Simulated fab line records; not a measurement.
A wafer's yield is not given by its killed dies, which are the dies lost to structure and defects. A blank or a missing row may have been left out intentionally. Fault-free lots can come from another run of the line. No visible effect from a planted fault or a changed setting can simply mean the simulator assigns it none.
8D (eight disciplines) problem report, filled in by code -- flow nand harc -- the parts of the form that need people (team, actions taken, sign-off) are left out

== 1. PROBLEM STATEMENT ==
killed at array at NHARC_END_SORT_01 reads a mean of 123 on 6 wafers of 2 lots; wafers without a fault read 46 with a standard deviation of 16. That is +4.8 standard deviations from the usual mean.
Seen first at day 33 02:43 on prober-01, wafer L904.1. The record holds 6 wafers of 2 lots with a number at this step. Rule for "out" (also "out of limits"): further than 4 standard deviations from the usual mean. The other wafers with a number count as sound.

== 2. WHAT THIS IS AND IS NOT ==
question,is,is not
which readings at this step,"killed at array, killed dies","killed at periphery, killed open, killed short"
which lots,"L904, L906",-
which wafers of those lots,all that have a number,-
read on which gauges,"prober-01, prober-02",-
when,from day 33 02:43,up to then (0 sound wafers)

== 3. THE SUSPECTS, EACH WITH WHAT RULES IT OUT ==
Counting: a tool stays on the suspect list if, at a process step up to the reading, it processed all lots that are out and no sound lot following the first of them.
- ruled out: the gauge at NHARC_END_SORT_01. The wafers that are out were read on 2 gauges (prober-01, prober-02).
- cvd w-01 at NHARC_A_WL_FILL_CVD_20 (deposits W, target thk 100 nm, time 74 s): kept. It ran every lot that is out, first L904 (day 29 08:30), and no sound lot after that.
- pecvd-02 at NHARC_THIN_TSV_DEP_47 (deposits SiO2, target thk 200 nm): kept. It ran every lot that is out, first L904 (day 32 13:38), and no sound lot after that.
Left after counting: cvd w-01 at NHARC_A_WL_FILL_CVD_20, pecvd-02 at NHARC_THIN_TSV_DEP_47.

== 4. THE CAUSE (what the simulator had put in) ==
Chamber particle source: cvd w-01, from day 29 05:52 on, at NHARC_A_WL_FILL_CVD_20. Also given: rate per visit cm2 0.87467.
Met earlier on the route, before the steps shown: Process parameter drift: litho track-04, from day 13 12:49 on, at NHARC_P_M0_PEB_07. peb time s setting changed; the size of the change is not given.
Counting left 2 suspects, and this tool is among them.

== 5. SEQUENCE OF EFFECTS, ordered by route ==
Rows list readings where the struck wafers' mean (over those with a number) sits beyond 3 standard deviations from the usual. Scope: only readings with a usual standard deviation given in the record; hours: median across lots of the time from each lot's start at the first step in this table that gives one to its start at this step; sigmas: change in usual standard deviations.
hours,step,reading,usual,on struck wafers,change,sigmas
0,NHARC_END_SORT_01,killed at array,46,123,+77,+4.8
0,NHARC_END_SORT_01,killed dies,51,129,+78,+4.6

== 6. WHAT WOULD HAVE CAUGHT IT SOONER ==
The first out-of-limits reading at a measuring or inspecting step in this record came at day 33 02:43, 93 hours after the fault's start at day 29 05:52.
No tool reading at NHARC_A_WL_FILL_CVD_20 that has a usual standard deviation in the record was out on any struck wafer, so an alarm limit of 4 standard deviations on those readings would not have fired.
All the lots that are out (2) had begun NHARC_A_WL_FILL_CVD_20 on cvd w-01 by day 33 02:43. None of them would have been spared by holding the tool at that moment.
